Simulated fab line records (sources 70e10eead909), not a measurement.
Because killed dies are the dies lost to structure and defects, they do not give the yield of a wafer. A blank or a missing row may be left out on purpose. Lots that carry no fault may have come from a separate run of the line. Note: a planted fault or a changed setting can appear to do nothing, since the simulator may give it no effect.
fab line records	flow nandHarc
record lots=6	wafers=18	lastDay=33
route steps=1302 shown P_CONTACT@226 END@1302
lots that met no fault: from a run of the same line without faults
startH: the number of hours between the record's first day and the start of the first shown wafer of the lot	waitH: hours elapsed since this lot's preceding step	" repeats the value in the row above	L1.1+2: a single row standing in for several wafers	- either no value or no given start	* or withheld: withheld	< > ~ a bound
route shown NAME@n: NAME is a module with steps in the file, n the number in the route of the first one	usual: mean/standard deviation taken from wafers without a fault	same: alike in all rows	chamber/n: place in a boat	sites: each site's reading	_std_site: how widely they spread, as a standard deviation	_edge_site: the outer-site mean with the inner-site mean subtracted	radiusMm: for every site, how far away it sits from the centre of the wafer	mask NAME#n: copy n	behind: the last tool/chamber to shape the wafer	hold: why the lot went on hold/how many hours it stayed there/how the hold came to an end	device: whichever transistor did not switch (one of n, p or np)	end of line: tests run on the same wafers once the route is complete	step lacking rows: just its recipe	killed: at the first sort, the dies lost to defects and structure; wafer yield is something else	map: a wafer's dies, marking killed ones x, the rest . and places with no die _
set.NAME: the setting that was run; set.NAME@STEP: the one run at that earlier step	model.NAME: the simulator's own value behind a step, which no gauge read
lots seen at some steps along the route; tables by step, rows by wafer
services: the hour from which a tool's chamber was out of use, counted from the record's first day as startH (under 0 if before that day), plus the number of hours and why
## steps
# step NHARC_P_CONTACT_COAT_06
# recipe spinRpm=1500	resistThkNm=90
# step NHARC_P_CONTACT_SOFTBAKE_07
# recipe tempC=105	timeS=55
# step NHARC_P_CONTACT_EBR_08
# step NHARC_P_CONTACT_EXPOSE_09
# recipe na=1.35	targetCdNm=90	doseMj=81.26	maskId=P_CA
# step NHARC_P_CONTACT_PEB_10
# recipe pebTempC=100	pebTimeS=65
# step NHARC_P_CONTACT_DEVELOP_11
# recipe developTimeS=35	devTempC=23
# step NHARC_P_CONTACT_CD_MEAS_12
# recipe targetCdNm=90	landingEnergyEv=500
# usual cdNm=90.0/0.51
lot.wafer	tool	chamber	startH	waitH	cdNm
L436.2	cdSem-03	0	150.76	-	89.9
L436.4	"	0	"	"	90.1
L436.6	"	0	"	"	89.8
L443.2	cdSem-03	0	213.65	-	90.1
L443.4	"	0	"	"	90.0
L443.5	"	0	"	"	88.7
L444.3	cdSem-01	0	228.42	-	90.6
L444.4	"	0	"	"	89.9
L444.6	"	0	"	"	90.7
L452.2	cdSem-03	0	311.67	-	89.4
L452.3	"	0	"	"	89.3
L452.5	"	0	"	"	89.3
L453.3	cdSem-01	0	316.10	-	90.8
L453.5	"	0	"	"	90.1
L453.6	"	0	"	"	90.7
L454.2	cdSem-03	0	324.36	-	89.8
L454.4	"	0	"	"	90.8
L454.6	"	0	"	"	90.0
# step NHARC_P_CONTACT_OVL_MEAS_13
# usual overlayXNm=0.0/0.69	overlayYNm=0.1/0.85
lot.wafer	tool	chamber	startH	waitH	overlayXNm	overlayYNm
L436.2	overlay-01	-	150.85	-	0.7	0.9
L436.4	"	-	"	"	0.9	2.0
L436.6	"	-	"	"	0.5	1.0
L443.2	overlay-02	-	213.74	-	0.9	-1.3
L443.4	"	-	"	"	1.5	-0.9
L443.5	"	-	"	"	0.8	-1.0
L444.3	overlay-01	-	228.50	-	0.2	-0.2
L444.4	"	-	"	"	-0.1	-0.2
L444.6	"	-	"	"	0.4	-0.2
L452.2	overlay-01	-	311.75	-	0.8	0.4
L452.3	"	-	"	"	0.2	0.2
L452.5	"	-	"	"	0.2	0.5
L453.3	overlay-01	-	316.18	-	1.2	-0.3
L453.5	"	-	"	"	1.8	0.4
L453.6	"	-	"	"	0.7	0.7
L454.2	overlay-01	-	324.44	-	0.0	0.9
L454.4	"	-	"	"	0.4	0.8
L454.6	"	-	"	"	-0.1	0.5
# step NHARC_P_CONTACT_INSPECT_14
# usual rawDefectCount=3.8/2
lot.wafer	tool	chamber	startH	waitH	rawDefectCount
L436.2	defectInspect-01	-	150.89	0.0	4
L436.4	"	-	"	"	3
L436.6	"	-	"	"	3
L443.2	defectInspect-02	-	213.77	0.0	2
L443.4	"	-	"	"	7
L443.5	"	-	"	"	1
L444.3	defectInspect-01	-	228.54	0.0	4
L444.4	"	-	"	"	4
L444.6	"	-	"	"	6
L452.2	defectInspect-01	-	311.79	0.0	3
L452.3	"	-	"	"	5
L452.5	"	-	"	"	7
L453.3	defectInspect-01	-	316.22	0.0	5
L453.5	"	-	"	"	3
L453.6	"	-	"	"	7
L454.2	defectInspect-01	-	324.48	0.0	2
L454.4	"	-	"	"	8
L454.6	"	-	"	"	5
# step NHARC_P_CONTACT_DESCUM_17
# recipe timeS=3	o2FlowSccm=200	arFlowSccm=0	biasPowerW=0	chemistry=O2
# usual drypumpMotorCurrentA=5.8/0.57	oesProductAu=1.000/0.0083	rfVppV=57.8/0.93	showerheadPlenumPTorr=1.88/0.058	throttleValvePct=11.311/0.0096
# same biasPowerW=0
lot.wafer	tool	chamber	startH	waitH	drypumpMotorCurrentA	oesProductAu	rfHoursCounterH	rfVppV	showerheadPlenumPTorr	throttleValvePct
L436.4	rieDiel-06	0	150.95	0.1	5.4	1.006	0.1	58.9	1.85	11.316
L436.2	"	2	"	"	6.5	1.000	0.1	57.2	1.79	11.309
L436.6	"	0	"	"	5.4	0.999	-	58.1	1.85	11.307
L443.2	rieDiel-10	0	213.83	0.1	6.1	0.996	4.6	56.3	1.89	11.299
L443.4	"	1	"	"	5.0	1.005	4.7	57.8	1.89	11.295
L443.5	"	0	"	"	6.1	0.995	-	59.1	1.89	11.311
L444.4	rieDiel-10	2	228.62	0.1	6.1	0.996	4.9	58.3	1.82	11.313
L444.3	"	3	"	"	5.1	0.978	4.9	57.8	1.96	11.307
L444.6	"	3	"	"	5.1	1.001	-	58.2	1.96	11.300
L452.2	rieDiel-10	1	311.87	0.1	5.0	1.016	2.2	57.3	1.89	11.311
L452.3	"	2	"	"	6.1	0.982	2.4	57.3	1.82	11.295
L452.5	"	3	"	"	5.1	0.997	-	57.4	1.96	11.313
L453.3	rieDiel-06	0	316.28	0.1	5.4	1.010	0	56.6	1.85	11.301
L453.6	"	0	"	"	5.4	1.007	-	59.7	1.85	11.311
L453.5	"	1	"	"	6.6	0.997	-	57.6	1.87	11.309
L454.2	rieDiel-06	2	324.54	0.1	6.5	0.990	0.5	58.8	1.79	11.313
L454.4	"	3	"	"	6.6	1.001	0.5	58.5	1.96	11.318
L454.6	"	2	"	"	6.5	0.990	-	57.5	1.79	11.313
# step NHARC_P_CONTACT_ETCH_35
# recipe targetDepthA=390	overEtchFrac=0.3	timeS=65	ionEnergyEv=80	cf4FlowSccm=150	arFlowSccm=0	rfW=300	biasW=100	chemistry=CF4
# usual drypumpMotorCurrentA=5.8/0.56	oesProductAu=1.001/0.0074	rfFwdPowerW=297.4/1.1	rfVppV=150.8/0.99	showerheadPlenumPTorr=1.74/0.049	throttleValvePct=13.285/0.0079
lot.wafer	tool	chamber	startH	waitH	drypumpMotorCurrentA	oesProductAu	rfFwdPowerW	rfHoursCounterH	rfVppV	showerheadPlenumPTorr	throttleValvePct
L436.4	rieDiel-06	1	151.04	0.1	6.6	1.012	294.7	0.1	149.2	1.73	13.283
L436.2	"	2	"	"	6.5	1.012	298.2	0.1	150.7	1.67	13.301
L436.6	"	0	"	"	5.4	0.995	297.4	-	152.0	1.71	13.274
L443.4	rieDiel-10	3	213.92	0.1	5.1	0.995	297.5	4.4	151.7	1.81	13.280
L443.2	"	1	"	"	5.0	1.000	296.8	4.7	150.0	1.75	13.284
L443.5	"	2	"	"	6.1	1.000	296.5	-	151.3	1.69	13.293
L444.3	rieDiel-10	2	228.71	0.1	6.1	0.995	295.0	4.9	150.9	1.69	13.279
L444.4	"	0	"	"	6.1	0.987	299.0	5.1	149.9	1.75	13.295
L444.6	"	2	"	"	6.1	0.998	295.2	-	152.0	1.69	13.286
L452.3	rieDiel-10	0	311.95	0.1	6.1	0.999	298.2	2.3	150.3	1.74	13.280
L452.2	"	1	"	"	5.1	1.012	297.1	2.2	152.3	1.75	13.284
L452.5	"	3	"	"	5.1	1.012	298.5	-	151.3	1.81	13.286
L453.3	rieDiel-06	0	316.37	0.1	5.4	1.000	297.0	0.0	150.6	1.71	13.288
L453.6	"	3	"	"	6.6	1.002	297.9	-	151.7	1.81	13.281
L453.5	"	0	"	"	5.4	1.000	296.7	-	150.9	1.71	13.276
L454.4	rieDiel-06	1	324.64	0.1	6.6	0.988	296.0	0.6	151.0	1.73	13.283
L454.2	"	2	"	"	6.5	0.996	296.9	0.5	150.3	1.66	13.267
L454.6	"	3	"	"	6.6	0.994	297.4	-	151.3	1.81	13.297
# step NHARC_P_CONTACT_ETCH_36
# recipe targetDepthA=2600	overEtchFrac=0.25	timeS=406.25	ionEnergyEv=200	n2FlowSccm=150	h2FlowSccm=150	arFlowSccm=0	rfW=400	biasW=150	chemistry=N2/H2
# usual drypumpMotorCurrentA=5.8/0.56	oesProductAu=0.999/0.0077	rfFwdPowerW=399.2/1.4	rfVppV=429.5/1.9	showerheadPlenumPTorr=2.00/0.063	throttleValvePct=14.172/0.0097
lot.wafer	tool	chamber	startH	waitH	drypumpMotorCurrentA	oesProductAu	rfFwdPowerW	rfHoursCounterH	rfVppV	showerheadPlenumPTorr	throttleValvePct
L436.2	rieDiel-06	3	-	-	6.6	0.999	400.0	0.2	431.5	2.09	14.174
L436.4	"	2	"	"	6.5	0.991	400.3	0.2	427.0	1.91	14.169
L436.6	"	3	"	"	6.6	1.001	399.0	-	432.3	2.09	14.185
L443.2	rieDiel-10	3	-	-	5.1	0.985	400.2	4.4	431.7	2.09	14.166
L443.4	"	0	"	"	6.1	0.989	400.8	4.6	430.3	2.01	14.180
L443.5	"	2	"	"	6.1	1.002	399.1	-	428.8	1.94	14.159
L444.3	rieDiel-10	1	-	-	5.1	1.000	397.6	5.2	429.5	2.02	14.171
L444.4	"	2	"	"	6.1	0.998	397.6	5.0	427.6	1.94	14.180
L444.6	"	1	"	"	5.1	1.003	398.0	-	429.2	2.02	14.181
L452.3	rieDiel-10	0	-	-	6.1	0.989	400.3	2.4	430.5	2.01	14.167
L452.2	"	3	"	"	5.1	1.003	400.4	2.6	430.7	2.09	14.186
L452.5	"	0	"	"	6.2	0.991	400.3	-	429.2	2.01	14.159
L453.3	rieDiel-06	2	-	-	6.5	1.007	399.2	0.1	426.4	1.91	14.171
L453.5	"	0	"	"	5.4	0.993	400.7	-	428.3	1.97	14.170
L453.6	"	1	"	"	6.6	0.993	397.6	-	428.4	1.99	14.186
L454.4	rieDiel-06	0	-	-	5.4	0.988	397.1	0.6	428.3	1.97	14.171
L454.2	"	1	"	"	6.6	0.986	397.5	0.6	427.4	1.99	14.169
L454.6	"	3	"	"	6.6	0.987	399.7	-	431.5	2.09	14.165
# step NHARC_P_CONTACT_ETCH_18
# recipe targetDepthA=4810	timeS=240.5	c4f8FlowSccm=20	o2FlowSccm=10	arFlowSccm=withheld	rfW=600	biasW=1500	chemistry=C4F8/O2/Ar
# usual oesProductAu=0.960/0.016	rfFwdPowerW=598.0/1.9	rfVppV=976/4.2
lot.wafer	tool	chamber	startH	waitH	oesProductAu	rfFwdPowerW	rfHoursCounterH	rfVppV
L436.4	rieDiel-06	3	151.43	-	0.976	598.8	0.4	981
L436.2	"	0	"	"	0.961	599.7	0.4	974
L436.6	"	0	"	"	0.962	599.1	-	975
L443.2	rieDiel-10	0	214.32	-	0.868	597.5	4.7	977
L443.4	"	3	"	"	0.967	596.5	4.6	980
L443.5	"	1	"	"	0.975	595.0	-	976
L444.3	rieDiel-10	0	229.12	-	0.864	600.5	5.3	976
L444.4	"	2	"	"	0.936	598.6	5.1	972
L444.6	"	0	"	"	0.861	599.1	-	977
L452.2	rieDiel-10	0	312.37	-	0.962	601.0	2.6	976
L452.3	"	1	"	"	0.987	600.0	2.5	977
L452.5	"	2	"	"	0.960	597.2	-	973
L453.3	rieDiel-06	2	316.78	-	0.986	592.2	0.2	969
L453.5	"	1	"	"	0.959	598.1	-	973
L453.6	"	2	"	"	0.975	593.9	-	969
L454.2	rieDiel-06	0	325.06	-	0.974	597.9	0.8	974
L454.4	"	1	"	"	0.967	598.9	0.7	975
L454.6	"	3	"	"	0.966	600.5	-	980
# step NHARC_P_CONTACT_STRIP_37
# recipe c4f8FlowSccm=withheld	o2FlowSccm=8	arFlowSccm=withheld	biasW=0	chemistry=C4F8/O2/Ar
# step NHARC_END_SORT_01
# recipe tempC=25
# usual killedAtArray=53/21	killedAtOther=1.0/1.3	killedAtPeriphery=3.8/2.4	killedDies=58/21	killedOpen=3.4/1.9	killedShort=2.4/1.5
# same grossDies=677
lot.wafer	tool	chamber	startH	waitH	killedAtArray	killedAtOther	killedAtPeriphery	killedDies	killedOpen	killedShort
L443.2	prober-02	0	677.83	2.8	66	2	609	677	3	0
L444.3	prober-01	0	693.12	3.1	22	0	655	677	4	0
L444.6	prober-01	0	695.51	4.0	18	0	659	677	1	2
# killed by level:class
L443.2 P_CONTACT:areaEtch=606 A_CHANNEL_HOLE_D1:chamberFilmFlake=33 A_SLIT:chamberFilmFlake=22 P_M2:chamberFilmFlake=2 A_STAIRCASE:chamberFilmFlake=2 A_WL_FILL:chamberFilmFlake=2 A_CONTACT:chamberFilmFlake=2 THIN_TSV:chamberFilmFlake=2
L444.3 P_CONTACT:areaEtch=654 A_STAIRCASE:chamberFilmFlake=4 A_CONTACT:chamberFilmFlake=4 A_SLIT:chamberFilmFlake=3 A_CHANNEL_HOLE_D1:chamberFilmFlake=3 A_ZERO_WELL:chamberFilmFlake=2 A_CHANNEL_FILL_D2:chamberFilmFlake=2 P_GATE:geometricParticle:open=1
L444.6 P_CONTACT:areaEtch=658 A_CONTACT:chamberFilmFlake=6 A_CHANNEL_HOLE_D1:chamberFilmFlake=4 A_SLIT:chamberFilmFlake=2 A_CHANNEL_HOLE_D1:geometricParticle:short=1 A_CHANNEL_FILL_D1:geometricParticle:short=1 A_CONTACT:geometricParticle:open=1 P_GATE:chamberFilmFlake=1
# map L443.2 (x killed, . not)
____________x____________
_________xxxxxxx_________
_______xxxxxxxxxxx_______
______xxxxxxxxxxxxx______
_____xxxxxxxxxxxxxxx_____
____xxxxxxxxxxxxxxxxx____
____xxxxxxxxxxxxxxxxx____
___xxxxxxxxxxxxxxxxxxx___
___xxxxxxxxxxxxxxxxxxx___
__xxxxxxxxxxxxxxxxxxxxx__
__xxxxxxxxxxxxxxxxxxxxx__
_xxxxxxxxxxxxxxxxxxxxxxx_
_xxxxxxxxxxxxxxxxxxxxxxx_
_xxxxxxxxxxxxxxxxxxxxxxx_
_xxxxxxxxxxxxxxxxxxxxxxx_
_xxxxxxxxxxxxxxxxxxxxxxx_
xxxxxxxxxxxxxxxxxxxxxxxxx
xxxxxxxxxxxxxxxxxxxxxxxxx
xxxxxxxxxxxxxxxxxxxxxxxxx
xxxxxxxxxxxxxxxxxxxxxxxxx
xxxxxxxxxxxxxxxxxxxxxxxxx
_xxxxxxxxxxxxxxxxxxxxxxx_
_xxxxxxxxxxxxxxxxxxxxxxx_
_xxxxxxxxxxxxxxxxxxxxxxx_
_xxxxxxxxxxxxxxxxxxxxxxx_
_xxxxxxxxxxxxxxxxxxxxxxx_
__xxxxxxxxxxxxxxxxxxxxx__
__xxxxxxxxxxxxxxxxxxxxx__
___xxxxxxxxxxxxxxxxxxx___
___xxxxxxxxxxxxxxxxxxx___
____xxxxxxxxxxxxxxxxx____
____xxxxxxxxxxxxxxxxx____
_____xxxxxxxxxxxxxxx_____
______xxxxxxxxxxxxx______
_______xxxxxxxxxxx_______
_________xxxxxxx_________
____________x____________
# map L444.3 (x killed, . not)
____________x____________
_________xxxxxxx_________
_______xxxxxxxxxxx_______
______xxxxxxxxxxxxx______
_____xxxxxxxxxxxxxxx_____
____xxxxxxxxxxxxxxxxx____
____xxxxxxxxxxxxxxxxx____
___xxxxxxxxxxxxxxxxxxx___
___xxxxxxxxxxxxxxxxxxx___
__xxxxxxxxxxxxxxxxxxxxx__
__xxxxxxxxxxxxxxxxxxxxx__
_xxxxxxxxxxxxxxxxxxxxxxx_
_xxxxxxxxxxxxxxxxxxxxxxx_
_xxxxxxxxxxxxxxxxxxxxxxx_
_xxxxxxxxxxxxxxxxxxxxxxx_
_xxxxxxxxxxxxxxxxxxxxxxx_
xxxxxxxxxxxxxxxxxxxxxxxxx
xxxxxxxxxxxxxxxxxxxxxxxxx
xxxxxxxxxxxxxxxxxxxxxxxxx
xxxxxxxxxxxxxxxxxxxxxxxxx
xxxxxxxxxxxxxxxxxxxxxxxxx
_xxxxxxxxxxxxxxxxxxxxxxx_
_xxxxxxxxxxxxxxxxxxxxxxx_
_xxxxxxxxxxxxxxxxxxxxxxx_
_xxxxxxxxxxxxxxxxxxxxxxx_
_xxxxxxxxxxxxxxxxxxxxxxx_
__xxxxxxxxxxxxxxxxxxxxx__
__xxxxxxxxxxxxxxxxxxxxx__
___xxxxxxxxxxxxxxxxxxx___
___xxxxxxxxxxxxxxxxxxx___
____xxxxxxxxxxxxxxxxx____
____xxxxxxxxxxxxxxxxx____
_____xxxxxxxxxxxxxxx_____
______xxxxxxxxxxxxx______
_______xxxxxxxxxxx_______
_________xxxxxxx_________
____________x____________
## services
tool	chamber	startH	hours	kind
rieDiel-06	-	130.20	9.0	pm
rieDiel-06	0	130.20	9.0	ventCycle
rieDiel-06	1	130.20	9.0	ventCycle
rieDiel-06	2	130.20	9.0	ventCycle
rieDiel-06	3	130.20	9.0	ventCycle
rieDiel-06	0	139.20	-	clean
rieDiel-06	1	139.20	-	clean
rieDiel-06	2	139.20	-	clean
rieDiel-06	3	139.20	-	clean
rieDiel-10	0	148.00	-	clean
rieDiel-10	1	148.00	-	clean
rieDiel-10	2	148.00	-	clean
rieDiel-10	3	148.00	-	clean
rieDiel-06	0	163.70	-	clean
rieDiel-06	1	163.70	-	clean
rieDiel-06	2	163.70	-	clean
rieDiel-06	3	163.70	-	clean
rieDiel-10	0	172.50	-	clean
rieDiel-10	0	237.16	19.2	repair
rieDiel-06	2	241.08	2.8	repair
rieDiel-10	-	242.50	9.0	pm
rieDiel-10	-	256.45	1.3	repair
rieDiel-10	-	274.18	1.8	repair
rieDiel-06	-	307.20	9.0	pm
## key
firstSign step=NHARC_P_CONTACT_ETCH_18	reading=oesProductAu	direction=down	sigmas=6	usual=0.960	struck=0.864
effect step=NHARC_END_SORT_01	reading=killedAtPeriphery	direction=up	sigmas=99+	usual=3.8	struck=641
moreKillsBornAt NHARC_P_CONTACT_ETCH_18@rieDiel-10=1918
metAt NHARC_P_CONTACT_ETCH_18
struckWafers L443.2,L444.3,L444.6
laterRowsLeftOut L443.2,L444.3,L444.6
testerLeftOut L443,L444
fault kind=processParameterDrift	tool=rieDiel-10	chamber=0	onsetH=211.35	steps=NHARC_P_CONTACT_ETCH_18	channel=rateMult	offset=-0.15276	shape=step	endH=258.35
# testerLeftOut: of these lots the tester's yield and bins aren't shown, on N5 and GAA mostly nor the transistor test; their killed dies are dies lost to structure and defects alone, not to doping, threshold or leakage, so they don't give the yield
# laterRowsLeftOut: the simulator's readings of these wafers behind a module that went badly wrong aren't trusted and aren't shown, but for the sort
